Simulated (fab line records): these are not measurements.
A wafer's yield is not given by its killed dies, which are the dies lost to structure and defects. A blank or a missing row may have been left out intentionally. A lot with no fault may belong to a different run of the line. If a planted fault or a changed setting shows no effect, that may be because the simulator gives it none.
3 desks looking at one fault :: flow n5-finfet :: what lay behind the numbers comes last; until then each desk has only its own
Where a reading is given only as a bound, like >300, the bound stands for it, and a mean or a difference that rests on one is marked > or <: the true number lies beyond.

## AT THE METROLOGY DESK
What the gauges read, lot by lot, whatever tool the lot ran on: means of the sampled wafers that have a number. Marked OUT: a lot whose mean sits more than 4 standard deviations from the usual mean, which makes it out of limits; the brackets give that distance. Of its 11 readings 7 are shown: those that lie furthest out on some lot.
Columns: A = M0_CORE_OVL at N5_BEOL_M0_SAQP_OVL_MEAS_15, usual -0.3 nm; B = DIBL_N at N5_BEOL_M4_RC_MEAS_101, usual 35.9 mV/V; C = DIBL_P at N5_BEOL_M4_RC_MEAS_101, usual 36.3 mV/V; D = ION_N at N5_BEOL_M4_RC_MEAS_101, usual 672 uA/um; E = SS_P at N5_BEOL_M4_RC_MEAS_101, usual 73.3 mV/dec; F = VT_N at N5_BEOL_M4_RC_MEAS_101, usual 250.4 mV; G = VT_P at N5_BEOL_M4_RC_MEAS_101, usual -250.5 mV
lot: L990
first seen here: day 6 20:17
A: 0.7
B: 35.5
C: 35.4
D: 673
E: 72.6
F: 250.7
G: -251.1

lot: L993
first seen here: day 7 11:19
A: -1.2
B: 37.8
C: 38.8
D: 678
E: 74.4
F: 247.9
G: -249.3

lot: L996
first seen here: day 8 05:35
A: -0.6
B: 35.4
C: 34.7
D: 668
E: 73.1
F: 251.8
G: -246.3

lot: L997
first seen here: day 8 16:41
A: -0.5
B: 34.9
C: 34.1
D: 658
E: 73.0
F: 254.4
G: -252.3

lot: L998
first seen here: day 8 21:01
A: 0.3
B: 35.5
C: 34.0
D: 665
E: 73.3
F: 253.8
G: -252.7

lot: L100
first seen here: day 9 05:35
A: -0.1
B: 36.7
C: 37.0
D: 676
E: 73.8
F: 245.2
G: -247.5

lot: L103
first seen here: day 10 01:48
A: -0.2
B: 34.7
C: 35.9
D: 669
E: 73.2
F: 253.1
G: -255.1

lot: L107
first seen here: day 10 20:46
A: -0.1
B: 36.7
C: 37.8
D: 687
E: 74.0
F: 248.2
G: -249.1

lot: L108
first seen here: day 11 03:19
A: 0.4
B: 35.4
C: 36.4
D: 671
E: 72.9
F: 252.6
G: -252.8
This desk found nothing out of limits on any of the 9 lots.

## THE DEFECT DESK
What the inspections along the route counted, lot by lot: means of the sampled wafers that have a number. Marked OUT: a lot whose mean sits more than 4 standard deviations from the usual mean, which makes it out of limits; the brackets give that distance.
Columns: A = raw-defect-count at N5_MOL_CONTACT_COAG_INSPECT_97, usual 45; B = raw-defect-count at N5_BEOL_M0_SAQP_INSPECT_16, usual 526; C = raw-defect-count at N5_BEOL_M0_SAQP_INSPECT_42, usual 302; D = raw-defect-count at N5_BEOL_M0_CUTY_INSPECT_59, usual 2.0
lot: L990
first seen here: day 6 17:50
A: 44
B: 500
C: 268
D: 1.3

lot: L993
first seen here: day 7 08:00
A: 37
B: 596
C: 365
D: 3.0

lot: L996
first seen here: day 8 02:56
A: 16
B: 513
C: 285
D: 2.0

lot: L997
first seen here: day 8 14:44
A: 54
B: 1243 (+5.5) OUT
C: 1132 (+9.2) OUT
D: >300 (+99 or more) OUT

lot: L998
first seen here: day 8 17:45
A: 67
B: 1520 (+7.6) OUT
C: 1183 (+9.8) OUT
D: >300 (+99 or more) OUT

lot: L100
first seen here: day 9 03:31
A: 36
B: 560
C: 257
D: 3.0

lot: L103
first seen here: day 9 22:51
A: 63
B: 583
C: 326
D: 3.3

lot: L107
first seen here: day 10 19:21
A: 39
B: 595
C: 413
D: 1.0

lot: L108
first seen here: day 11 01:17
A: 58
B: 414
C: 240
D: 1.0
This desk finds L997, L998 out of limits, L997 being first, at day 8 16:43 (raw-defect-count at N5_BEOL_M0_SAQP_INSPECT_16). L990, L993, L996, L100, L103, L107, L108: within limits.

## AT THE TOOL OWNER'S DESK: pecvd-03
The tool's own readings at N5_BEOL_M0_SAQP_HM_DEP_111 (deposits SiO2 from SiH4/N2O, target thk 12 nm, time 7.2 s): means of the sampled wafers that have a number, for each lot that ran on this tool. Marked OUT: a lot whose mean sits more than 4 standard deviations from the usual mean, which makes it out of limits; the brackets give that distance.
Columns: A = chamber-pressure-Torr at N5_BEOL_M0_SAQP_HM_DEP_111, usual 0.7500 Torr; B = heater-power-w at N5_BEOL_M0_SAQP_HM_DEP_111, usual 775 W; C = showerhead-plenum-p-Torr at N5_BEOL_M0_SAQP_HM_DEP_111, usual 8.10 Torr
lot: L993
first seen here: day 7 10:58
A: 0.7493
B: 710
C: 7.94

lot: L996
first seen here: day 8 05:14
A: 0.7498
B: 745
C: 8.05

lot: L997
first seen here: day 8 16:13
A: 0.7477
B: 747
C: 8.06

lot: L998
first seen here: day 8 20:41
A: 0.7483
B: 772
C: 8.14
This desk found nothing out of limits on any of the 4 lots.

## PUT TOGETHER
The defect desk could have raised an alarm at day 8 16:43, on L997, L998.
Metrology desk: nothing out of limits seen.
The desk of the tool owner found nothing out of limits.
The metrology desk holds a record of L997, L998, inside its limits.
The tool owner's desk has L997, L998 on record, within its limits.
Of the lots named, all ran N5_BEOL_M0_SAQP_HM_DEP_111 on pecvd-03.

## WHAT HAD BEEN PUT IN BY THE SIMULATOR
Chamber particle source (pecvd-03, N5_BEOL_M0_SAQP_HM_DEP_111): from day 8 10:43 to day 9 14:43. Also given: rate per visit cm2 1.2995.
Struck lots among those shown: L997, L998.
Hours from the fault's start to each desk's first reading out of limits: the defect desk, 6.
